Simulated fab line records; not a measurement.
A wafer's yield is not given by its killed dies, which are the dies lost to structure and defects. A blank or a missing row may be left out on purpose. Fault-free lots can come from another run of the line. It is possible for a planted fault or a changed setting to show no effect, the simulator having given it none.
Chamber matching :: flow nand-harc :: NHARC_A_SLIT_DEP_23 on pecvd-01 has 3 sister chambers
The step deposits SiON, target thk 100 nm. 3 wafers are shown with their chamber, then 8 later ones without.

WAFERS WITH THEIR CHAMBER
wafer: L088.4
chamber: 0
heater-power-w (W): 698

wafer: L091.5
chamber: 2
heater-power-w (W): 648

wafer: L090.1
chamber: 1
heater-power-w (W): 834

WAFERS WHOSE CHAMBER IS MISSING
wafer: L090.3
heater-power-w (W): 602

wafer: L090.5
heater-power-w (W): 611

wafer: L094.1
heater-power-w (W): 660

wafer: L094.4
heater-power-w (W): 825

wafer: L094.6
heater-power-w (W): 666

wafer: L096.1
heater-power-w (W): 825

wafer: L096.3
heater-power-w (W): 651

wafer: L096.6
heater-power-w (W): 823

EACH ONE'S CHAMBER
wafer: L090.3
from the rows above: 2
in truth: 2

wafer: L090.5
from the rows above: 2
in truth: 2

wafer: L094.1
from the rows above: can't be placed: 2 or 0
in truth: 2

wafer: L094.4
from the rows above: 1
in truth: 1

wafer: L094.6
from the rows above: can't be placed: 2 or 0
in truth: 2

wafer: L096.1
from the rows above: 1
in truth: 1

wafer: L096.3
from the rows above: can't be placed: 2 or 0
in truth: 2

wafer: L096.6
from the rows above: 1
in truth: 1
Correct placement for 5 of the 8. Unplaceable from these rows: 3, with the true chamber sitting among the candidates in 3. 0 placed wrongly.
How it was worked out, from the rows above alone: a wafer's distance from a chamber is the root of the sum, over the readings, of the square of ((its reading less the chamber's mean) divided by the reading's scatter). The wafer belongs to the nearest chamber; if the next one is less than 2 further off, it can't be placed. The mean given for a chamber averages the wafers shown for that chamber. The scatter: with one shown wafer a chamber, the root of the mean of the squares of how far each hidden wafer lies from its nearest shown one.
